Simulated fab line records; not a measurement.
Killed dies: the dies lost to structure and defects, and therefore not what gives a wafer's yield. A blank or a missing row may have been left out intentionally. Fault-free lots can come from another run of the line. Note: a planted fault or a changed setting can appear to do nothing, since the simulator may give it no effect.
Chamber matching	flow nandHarc	rieDiel-04 running NHARC_A_BONDPAD_ETCH_34: 4 sister chambers
The step etches the open film in N2/H2, target depth 60 nm, overetch 18 nm, time 65.91 s. 4 wafers are shown with their chamber, then 11 later ones without.

== WAFERS WITH THEIR CHAMBER ==
wafer	chamber	drypumpMotorCurrentA (A)
L943.5	0	6.3
L947.2	1	5.6
L947.6	2	5.5
L954.3	3	6.0

== WAFERS MISSING THEIR CHAMBER ==
wafer	drypumpMotorCurrentA (A)
L954.5	6.3
L954.6	5.6
L955.2	5.5
L955.3	6.0
L955.4	5.6
L957.3	5.6
L957.4	5.4
L957.5	6.0
L956.3	5.6
L956.4	5.5
L956.6	5.6

== EACH ONE'S CHAMBER ==
wafer	from the rows above	in truth
L954.5	0	0
L954.6	1	1
L955.2	2	2
L955.3	3	3
L955.4	1	1
L957.3	1	1
L957.4	2	2
L957.5	3	3
L956.3	1	1
L956.4	2	2
L956.6	1	1
Correct placement for 11 of the 11. Left unplaced by these rows: 0. 0 placed wrongly.
How it was worked out, from the rows above alone: a wafer's distance from a chamber is the root of the sum, over the readings, of the square of ((its reading less the chamber's mean) divided by the reading's scatter). The wafer belongs to the nearest chamber; if the next one is less than 2 further off, it can't be placed. A chamber's mean is the mean of its shown wafers. The scatter: root of mean squared gap, hidden wafer to nearest shown wafer, with one shown wafer a chamber.
